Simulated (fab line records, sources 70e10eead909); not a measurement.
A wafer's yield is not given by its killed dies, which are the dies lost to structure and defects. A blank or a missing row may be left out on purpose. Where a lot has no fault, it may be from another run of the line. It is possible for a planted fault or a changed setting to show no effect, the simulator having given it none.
fab line records	flow nand_harc
record lots=5	wafers=15	last_day=32
route steps=1302 shown P_M0@255 P_M1@285 END@1302
lots that met no fault: from a run of the same line without faults
start_h: hours from the record's first day to the start of the lot's first wafer shown	wait_h: hours elapsed since this lot's preceding step	" same as the row above	L1.1+2: a single row standing in for several wafers	- value missing, or start not given	* or withheld: withheld	< > ~ a bound
route shown NAME@n: names a module that has steps shown in the file, with the first one's number in the route	usual: mean/standard deviation taken from wafers without a fault	same: alike in all rows	chamber/n: place in a boat	sites: each site's reading	_std_site: their standard deviation	_edge_site: outer sites' mean less inner sites'	radius_mm: how far each site lies from the wafer's centre	mask NAME#n: copy n	behind: tool/chamber where the wafer was last shaped	hold: why the lot went on hold/how many hours it stayed there/how the hold came to an end	device: the transistor (n, p or np) that didn't switch	end of line: at the end of the route, the tests of the same wafers	a step without rows: its recipe alone	killed: at the first sort, the dies lost to defects and structure; wafer yield is something else	map: per-die view of a wafer (x killed, . not killed, _ where there is no die)
set.NAME: the setting as run; set.NAME@STEP: as run at that earlier step	model.NAME: the simulator's own value behind a step, which no gauge read
lots at some steps of the route; a table a step, a row a wafer
services: a tool's chamber out of use, with start hour (start_h, from the record's first day; less than 0 if before it), hours out, and reason
## steps
# step NHARC_P_M0_HMDS_02
# recipe time_s=30
# step NHARC_P_M0_COAT_33
# recipe temp_c=200	time_s=65
# step NHARC_P_M0_COAT_03
# recipe spin_rpm=1500	resist_thk_nm=90
# step NHARC_P_M0_SOFTBAKE_04
# recipe temp_c=105	time_s=55
# step NHARC_P_M0_EBR_05
# step NHARC_P_M0_EXPOSE_06
# recipe na=1.35	target_cd_nm=90	dose_mj=81.28	mask_id=P_M0
# step NHARC_P_M0_PEB_07
# recipe peb_temp_c=100	peb_time_s=65
# step NHARC_P_M0_DEVELOP_08
# recipe develop_time_s=35	dev_temp_c=23
# step NHARC_P_M0_CD_MEAS_09
# recipe target_cd_nm=90	landing_energy_ev=500
# usual cd_nm=89.6/0.56
lot.wafer	tool	chamber	start_h	wait_h	cd_nm
L996.1	cd_sem-01	0	102.31	-	89.6
L996.4	"	0	"	"	89.8
L996.5	"	0	"	"	89.3
L997.1	cd_sem-01	0	106.73	-	90.5
L997.2	"	0	"	"	90.0
L997.4	"	0	"	"	89.6
L101.1	cd_sem-02	0	143.85	-	90.1
L101.4	"	0	"	"	90.1
L101.5	"	0	"	"	89.7
L109.4	cd_sem-01	0	227.03	-	89.7
L109.5	"	0	"	"	89.3
L109.6	"	0	"	"	89.4
L115.1	cd_sem-02	0	295.51	-	89.3
L115.5	"	0	"	"	89.7
L115.6	"	0	"	"	89.3
# step NHARC_P_M0_OVL_MEAS_10
# recipe pitch_nm=180
# usual overlay_x_nm=-0.1/0.82	overlay_y_nm=-0.3/1.1
lot.wafer	tool	chamber	start_h	wait_h	overlay_x_nm	overlay_y_nm
L996.1	overlay-01	-	102.40	-	0.6	0.0
L996.4	"	-	"	"	0.3	0.1
L996.5	"	-	"	"	0.8	0.0
L997.1	overlay-02	-	106.82	-	-0.7	-0.5
L997.2	"	-	"	"	-0.4	0.6
L997.4	"	-	"	"	-1.4	0.6
L101.1	overlay-01	-	143.94	-	0.2	-0.3
L101.4	"	-	"	"	0.7	-0.7
L101.5	"	-	"	"	0.3	-0.1
L109.4	overlay-02	-	227.12	-	0.0	-0.2
L109.5	"	-	"	"	1.3	0.2
L109.6	"	-	"	"	0.5	0.6
L115.1	overlay-02	-	295.60	-	0.6	-1.9
L115.5	"	-	"	"	0.2	-1.6
L115.6	"	-	"	"	0.1	-1.9
# step NHARC_P_M0_INSPECT_11
# usual raw_defect_count=4.5/2.5
lot.wafer	tool	chamber	start_h	wait_h	raw_defect_count
L996.1	defect_inspect-02	-	102.44	0.0	3
L996.4	"	-	"	"	2
L996.5	"	-	"	"	5
L997.1	defect_inspect-01	-	106.85	0.0	4
L997.2	"	-	"	"	6
L997.4	"	-	"	"	7
L101.1	defect_inspect-02	-	143.98	0.0	2
L101.4	"	-	"	"	5
L101.5	"	-	"	"	2
L109.4	defect_inspect-01	-	227.15	0.0	3
L109.5	"	-	"	"	4
L109.6	"	-	"	"	2
L115.1	defect_inspect-01	-	295.64	0.0	11
L115.5	"	-	"	"	9
L115.6	"	-	"	"	10
# step NHARC_P_M0_DESCUM_14
# recipe time_s=3	o2_flow_sccm=200	ar_flow_sccm=0	bias_power_w=0	chemistry=O2
# step NHARC_P_M0_ETCH_34
# recipe target_depth_a=400	overetch_a=120	time_s=43.94	ion_energy_ev=200	n2_flow_sccm=150	h2_flow_sccm=150	ar_flow_sccm=0	rf_w=400	bias_w=150	chemistry=N2/H2
# usual drypump_motor_current_A=5.6/0.42	oes_product_au=1.001/0.0079	rf_vpp_V=429.2/2.5	showerhead_plenum_p_Torr=1.99/0.083	throttle_valve_pct=14.171/0.009
lot.wafer	tool	chamber	start_h	wait_h	drypump_motor_current_A	oes_product_au	rf_hours_counter_h	rf_vpp_V	showerhead_plenum_p_Torr	throttle_valve_pct
L996.4	rie_diel-02	1	102.59	0.1	6.2	0.994	10	428.9	1.99	14.170
L996.1	"	3	"	"	5.8	0.992	8	429.7	2.00	14.174
L996.5	"	2	"	"	5.4	0.988	-	428.3	1.97	14.180
L997.1	rie_diel-07	0	107.00	0.1	4.8	1.009	1	432.3	2.14	14.170
L997.2	"	1	"	"	5.7	0.996	1	425.8	1.88	14.168
L997.4	"	2	"	"	6.1	0.988	1	433.4	2.15	14.174
L101.1	rie_diel-02	2	144.13	0.1	5.4	0.998	15	427.4	1.97	14.172
L101.4	"	0	"	"	5.7	1.017	15	426.8	1.90	14.182
L101.5	"	1	"	"	6.2	1.003	-	429.7	1.99	14.182
L109.4	rie_diel-02	1	227.44	0.2	6.2	1.007	3	427.4	1.98	14.171
L109.6	"	3	"	"	5.9	1.005	-	428.9	1.99	14.179
L109.5	"	0	"	"	5.7	1.008	-	427.1	1.90	14.170
L115.1	rie_diel-02	1	295.78	0.1	6.2	1.018	14	429.4	1.98	14.157
L115.6	"	1	"	"	6.2	1.011	-	430.1	1.98	14.175
L115.5	"	2	"	"	5.5	0.997	-	429.4	1.96	14.159
# step NHARC_P_M0_ETCH_15
# recipe target_depth_a=1500	overetch_a=150	time_s=82.5	c4f8_flow_sccm=withheld	ar_flow_sccm=400	rf_w=600	bias_w=300	chemistry=C4F8/Ar
# step NHARC_P_M0_CD_MEAS_16
# usual cd_nm=89.7/0.85
lot.wafer	tool	chamber	start_h	wait_h	cd_nm
L996.1	cd_sem-02	-	102.80	-	88.9
L996.4	"	-	"	"	89.8
L996.5	"	-	"	"	88.6
L997.1	cd_sem-02	-	107.21	-	89.5
L997.2	"	-	"	"	90.6
L997.4	"	-	"	"	90.1
L101.1	cd_sem-02	-	144.34	-	91.9
L101.4	"	-	"	"	91.1
L101.5	"	-	"	"	90.9
L109.4	cd_sem-01	-	227.65	-	89.9
L109.5	"	-	"	"	89.1
L109.6	"	-	"	"	90.6
L115.1	cd_sem-01	-	296.00	-	89.2
L115.5	"	-	"	"	88.8
L115.6	"	-	"	"	88.8
# step NHARC_P_M0_STRIP_18
# recipe power_w=1000	n2_flow_sccm=150	h2_flow_sccm=150	ar_flow_sccm=0	bias_w=0	chemistry=N2/H2
# usual drypump_motor_current_A=5.6/0.41	oes_product_au=1.001/0.0087	rf_vpp_V=90.6/0.97	showerhead_plenum_p_Torr=2.01/0.09	throttle_valve_pct=14.170/0.0095
lot.wafer	tool	chamber	start_h	wait_h	drypump_motor_current_A	oes_product_au	rf_hours_counter_h	rf_vpp_V	showerhead_plenum_p_Torr	throttle_valve_pct
L996.1	rie_diel-02	1	102.88	0.1	6.2	1.005	10	89.5	1.99	14.170
L996.4	"	2	"	"	5.4	0.988	10	91.5	1.97	14.157
L996.5	"	1	"	"	6.2	1.003	-	90.9	1.99	14.156
L997.4	rie_diel-02	3	107.31	0.1	5.8	0.997	8	90.4	2.00	14.166
L997.2	"	0	"	"	5.7	1.013	11	90.0	1.90	14.171
L997.1	"	1	"	"	6.1	1.021	10	89.2	1.99	14.175
L101.1	rie_diel-02	2	144.44	0.1	5.4	0.995	15	89.0	1.97	14.176
L101.4	"	0	"	"	5.7	1.001	15	91.1	1.90	14.164
L101.5	"	2	"	"	5.4	0.984	-	91.4	1.97	14.173
L109.4	rie_diel-01	2	227.79	0.1	5.9	1.012	12	89.9	2.17	14.176
L109.5	"	3	"	"	5.5	1.012	-	91.5	2.13	14.176
L109.6	"	0	"	"	4.9	1.004	-	90.9	2.02	14.177
L115.1	rie_diel-01	3	296.13	0.1	5.5	1.013	31	91.7	2.12	14.160
L115.6	"	1	"	"	5.8	1.002	-	89.6	1.90	14.163
L115.5	"	2	"	"	5.9	1.016	-	91.4	2.17	14.167
# step NHARC_P_M0_STRIP_19
# recipe time_s=600	temp_c=30	chemistry=post_etch_residue_remover
# step NHARC_P_M0_DEGAS_28
# recipe temp_c=250	time_s=60
# usual heater_power_w=317/34
lot.wafer	tool	chamber	start_h	wait_h	heater_power_w
L996.4	pvd_sputter-01	-	103.42	-	276
L996.1	"	-	"	"	361
L996.5	"	-	"	"	298
L997.2	pvd_sputter-02	-	107.84	-	368
L997.1	"	-	"	"	297
L997.4	"	-	"	"	311
L101.1	pvd_sputter-03	-	144.96	-	342
L101.4	"	-	"	"	301
L101.5	"	-	"	"	303
L109.4	pvd_sputter-02	-	228.27	-	305
L109.5	"	-	"	"	385
L109.6	"	-	"	"	369
L115.1	pvd_sputter-01	-	296.63	-	305
L115.5	"	-	"	"	361
L115.6	"	-	"	"	275
# step NHARC_P_M0_PRE_CLEAN_29
# recipe time_s=30	temp_c=280	gas=H2/He
# step NHARC_P_M0_PVD_20
# recipe target_thk_a=50	bias_v=168.6	power_w=15000	chamber_pressure_pa=0.12	time_s=8.06	substrate_temp_c=50	material=TaN
# usual throttle_valve_pct=30.5/1.1
lot.wafer	tool	chamber	start_h	wait_h	throttle_valve_pct
L996.1	pvd_sputter-01	-	-	-	29.6
L996.4	"	-	"	"	31.1
L996.5	"	-	"	"	30.6
L997.2	pvd_sputter-02	-	-	-	30.0
L997.4	"	-	"	"	30.4
L997.1	"	-	"	"	31.4
L101.1	pvd_sputter-03	-	-	-	32.1
L101.4	"	-	"	"	31.0
L101.5	"	-	"	"	29.9
L109.4	pvd_sputter-02	-	-	-	31.4
L109.5	"	-	"	"	31.3
L109.6	"	-	"	"	30.3
L115.1	pvd_sputter-01	-	-	-	29.8
L115.6	"	-	"	"	29.8
L115.5	"	-	"	"	29.8
# step NHARC_P_M0_PVD_21
# recipe target_thk_a=300	chamber_pressure_pa=5	power_w=5000	substrate_temp_c=30	time_s=20.49	material=Cu
# step NHARC_P_M0_ECD_22
# recipe target_thk_a=4000	bath_temp_c=25	material=Cu
# step NHARC_P_M0_ANNEAL_30
# recipe temp_c=225	time_s=90
# usual anneal_temp_c=225.03/0.18	wafer_temp_C_max=226.2/0.34
lot.wafer	tool	chamber	start_h	wait_h	anneal_temp_c	wafer_temp_C_max
L996.1	rtp_anneal-02	0	104.16	0.3	225.01	225.9
L996.4	"	0	"	"	224.66	225.8
L996.5	"	0	"	"	224.78	226.1
L997.1	rtp_anneal-01	0	108.57	-	224.86	226.3
L997.2	"	0	"	"	224.75	226.5
L997.4	"	0	"	"	224.97	226.2
L101.1	rtp_anneal-02	0	145.82	0.4	224.95	225.9
L101.4	"	0	"	"	225.07	225.7
L101.5	"	0	"	"	225.07	225.9
L109.4	rtp_anneal-02	0	229.15	-	225.05	225.7
L109.5	"	0	"	"	224.92	226.0
L109.6	"	0	"	"	225.40	225.7
L115.1	rtp_anneal-01	0	297.36	-	225.05	226.5
L115.5	"	0	"	"	225.02	226.5
L115.6	"	0	"	"	225.07	226.0
# step NHARC_P_M0_CMP_23
# recipe t_overpolish_s=20	target_thk_nm=117.54
# step NHARC_P_M0_THK_MEAS_24
# recipe thk_meas_gauge=xrf
# usual thk_nm=117.1/1.5
lot.wafer	tool	chamber	start_h	wait_h	thk_nm
L996.1	film_metro-02	-	104.82	-	117.6
L996.4	"	-	"	"	116.0
L996.5	"	-	"	"	114.0
L997.1	film_metro-02	-	109.23	-	117.9
L997.2	"	-	"	"	119.6
L997.4	"	-	"	"	117.8
L101.1	film_metro-02	-	146.48	-	116.3
L101.4	"	-	"	"	115.0
L101.5	"	-	"	"	117.0
L109.4	film_metro-01	-	229.65	-	117.6
L109.5	"	-	"	"	119.9
L109.6	"	-	"	"	116.5
L115.1	film_metro-01	-	298.03	-	116.7
L115.5	"	-	"	"	118.2
L115.6	"	-	"	"	118.4
# step NHARC_P_M0_SRD_25
# step NHARC_P_M0_PRE_CLEAN_31
# recipe time_s=12	temp_c=370	rf_power_w=300	gas=NH3
# usual heater_power_w=626/65
lot.wafer	tool	chamber	start_h	wait_h	heater_power_w
L996.1	pecvd-03	0	105.06	0.1	712
L996.4	"	0	"	"	691
L996.5	"	1	"	"	663
L997.1	pecvd-03	2	109.52	0.1	678
L997.2	"	0	"	"	633
L997.4	"	1	"	"	577
L101.1	pecvd-04	2	146.72	0.1	622
L101.5	"	2	"	"	612
L101.4	"	0	"	"	705
L109.4	pecvd-04	1	229.91	0.1	451
L109.5	"	2	"	"	668
L109.6	"	0	"	"	734
L115.1	pecvd-04	1	298.30	0.1	488
L115.5	"	0	"	"	653
L115.6	"	2	"	"	571
# step NHARC_P_M0_DEP_32
# recipe target_thk_a=300	temp_c=370	target_thk_nm=30	pressure_torr=3	flow_sccm=200	rf_w=450	material=SiCN
# step NHARC_P_M1_DEP_00
# recipe target_thk_a=1825	target_thk_nm=182.5	temp_c=withheld	pressure_torr=5	flow_sccm=200	rf_w=600	material=SiOC
# step NHARC_P_M1_DEHYDRATE_01
# recipe temp_c=150	time_s=120
# step NHARC_P_M1_HMDS_02
# recipe time_s=30
# step NHARC_P_M1_COAT_34
# recipe temp_c=200	time_s=65
# step NHARC_P_M1_COAT_03
# recipe spin_rpm=1500	resist_thk_nm=90
# step NHARC_P_M1_SOFTBAKE_04
# recipe temp_c=105	time_s=55
# step NHARC_P_M1_EBR_05
# step NHARC_P_M1_EXPOSE_06
# recipe na=1.35	target_cd_nm=130	dose_mj=81.88	mask_id=P_M1
# step NHARC_P_M1_PEB_07
# recipe peb_temp_c=100	peb_time_s=65
# step NHARC_P_M1_DEVELOP_08
# recipe develop_time_s=35	dev_temp_c=23
# step NHARC_P_M1_CD_MEAS_09
# recipe target_cd_nm=130	landing_energy_ev=500
# usual cd_nm=130.0/0.54
lot.wafer	tool	chamber	start_h	wait_h	cd_nm
L996.1	cd_sem-03	0	106.44	-	130.3
L996.4	"	0	"	"	130.3
L996.5	"	0	"	"	130.4
L997.1	cd_sem-02	0	110.68	-	130.7
L997.2	"	0	"	"	130.4
L997.4	"	0	"	"	129.5
L101.1	cd_sem-03	0	148.03	-	129.6
L101.4	"	0	"	"	130.4
L101.5	"	0	"	"	129.5
L109.4	cd_sem-03	0	231.09	-	130.5
L109.5	"	0	"	"	130.2
L109.6	"	0	"	"	130.0
L115.1	cd_sem-03	0	299.65	-	130.0
L115.5	"	0	"	"	130.4
L115.6	"	0	"	"	130.6
# step NHARC_P_M1_OVL_MEAS_10
# recipe pitch_nm=260
# usual overlay_x_nm=-0.1/0.8	overlay_y_nm=0.2/0.76
lot.wafer	tool	chamber	start_h	wait_h	overlay_x_nm	overlay_y_nm
L996.1	overlay-01	-	106.53	-	0.0	1.0
L996.4	"	-	"	"	0.0	1.3
L996.5	"	-	"	"	0.0	0.5
L997.1	overlay-01	-	110.77	-	-0.7	-0.1
L997.2	"	-	"	"	-0.3	-0.4
L997.4	"	-	"	"	0.1	-0.8
L101.1	overlay-02	-	148.12	-	0.3	0.3
L101.4	"	-	"	"	0.5	-0.4
L101.5	"	-	"	"	0.8	-0.6
L109.4	overlay-02	-	231.17	-	-0.5	1.0
L109.5	"	-	"	"	-0.8	0.7
L109.6	"	-	"	"	-0.7	0.8
L115.1	overlay-01	-	299.74	-	0.7	-0.4
L115.5	"	-	"	"	-0.2	-0.1
L115.6	"	-	"	"	-0.1	-0.6
# step NHARC_END_SORT_01
# recipe temp_c=25
# usual defect_limited_yield=90.1/2.5	killed_at_array=62/18	killed_at_other=0.9/1.2	killed_at_periphery=4.2/2.9	killed_dies=67/17	killed_open=3.6/1.9	killed_short=2.5/1.6
# same gross_dies=677
lot.wafer	tool	chamber	start_h	wait_h	defect_limited_yield[%]	killed_at_array	killed_at_other	killed_at_periphery	killed_dies	killed_open	killed_short
L109.6	prober-01	0	670.96	4.0	75.6	73	1	91	165	0	2
# killed by level:class
L109.6 P_M0:unspecified=91 A_SLIT:chamber_film_flake=31 A_CHANNEL_HOLE_D1:chamber_film_flake=23 A_STAIRCASE:chamber_film_flake=7 A_CONTACT:chamber_film_flake=6 A_CHANNEL_HOLE_D2:chamber_film_flake=2 A_DECK1_JOINT:geometric_particle:short=1 A_WL_FILL:geometric_particle:short=1
# map L109.6 (x killed, . not)
____________.____________
_________.....x._________
_______...x......._______
______.............______
_____..............x_____
____.......x.........____
____.....x.x.x.......____
___......xxx.x........___
___.....xxxxxx........___
__......xxxxxxxx.......__
__......xxxxxxxx.......__
_x......xxxxxxxx........_
_.......xxxxxxxxx......._
_......xxxxxxxxx.......x_
_x......xxxxxxxx..x....x_
_x......xxxxxxx........._
.x.....x.xxxxxx.....x....
x.........xxxx.x...x.xx..
xxxx......xxxxx.x.xxx....
.xxxxx.....xxx.x...xxxx..
xxxx.x...........x.x.xx.x
_.xx.x.x.x........xxxxx._
_xx................xxx.._
_xxx................xxx._
_.xx................x.x._
_..................x...._
__...x.................__
__.....................__
___....x..............___
___.....x.............___
____...xx............____
____.................____
_____..............._____
______.............______
_______..........._______
_________......._________
____________.____________
# map L996.1 (x killed, . not)
____________.____________
_________......x_________
_______x.........._______
______.............______
_____.x......x......_____
____.................____
____xx...............____
___...xxx.............___
___.xxxxx..x..........___
__..xxx...x............__
__xxx.xx.x.............__
_..xxxx................._
_......xx.............x._
_.....x...............xx_
_.....x.............x.x._
_...................xxxx_
.....x...............xxx.
.......x..............xx.
......................xx.
....................x...x
....x...............xx...
_..x................x..._
_....x...............x.._
_......xx.............x._
_.....x..............xx._
_...........x..........._
__.....................__
__......x...x.xx.......__
___......x............___
___...................___
____..x......x.......____
____....x..x.........____
_____..x........x..._____
______.............______
_______..........._______
_________......._________
____________.____________
## services
tool	chamber	start_h	hours	kind
pvd_sputter-02	-	80.00	10.0	pm
rie_diel-07	-	93.46	9.0	pm
rie_diel-02	0	98.29	-	clean
rie_diel-02	1	98.29	-	clean
rie_diel-02	2	98.29	-	clean
rie_diel-02	3	98.29	-	clean
pvd_sputter-03	-	112.69	1.2	repair
rie_diel-02	0	122.79	-	clean
pecvd-04	-	143.20	0.9	repair
pvd_sputter-03	-	146.00	10.0	pm
rie_diel-01	2	164.96	19.1	repair
pecvd-03	-	165.85	13.0	pm
rie_diel-01	-	180.45	9.0	pm
pecvd-04	-	188.47	1.3	repair
rie_diel-02	-	192.79	9.0	pm
rie_diel-01	-	199.29	1.8	repair
pvd_sputter-02	-	201.45	2.2	repair
pvd_sputter-01	-	202.00	10.0	pm
pvd_sputter-01	-	226.79	2.2	repair
pecvd-04	-	245.44	13.0	pm
pvd_sputter-03	-	254.03	1.7	repair
pvd_sputter-02	-	258.00	10.0	pm
rie_diel-07	-	270.46	9.0	pm
rie_diel-02	-	283.30	0.2	repair
## key
first_sign step=NHARC_END_SORT_01	reading=killed_at_periphery	direction=up	sigmas=30	usual=4.2	struck=91
effect step=NHARC_END_SORT_01	reading=killed_dies	direction=up	sigmas=5.7	usual=67	struck=165
more_kills_born_at NHARC_P_M0_ETCH_34@rie_diel-02=91
met_at NHARC_P_M0_ETCH_34
struck_wafers L109.6
onset_between 102.59 227.44
fault kind=chamber_particle_source	tool=rie_diel-02	chamber=3	onset_h=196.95	steps=NHARC_P_M0_ETCH_34	rate_per_visit_cm2=0.88567	end_h=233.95
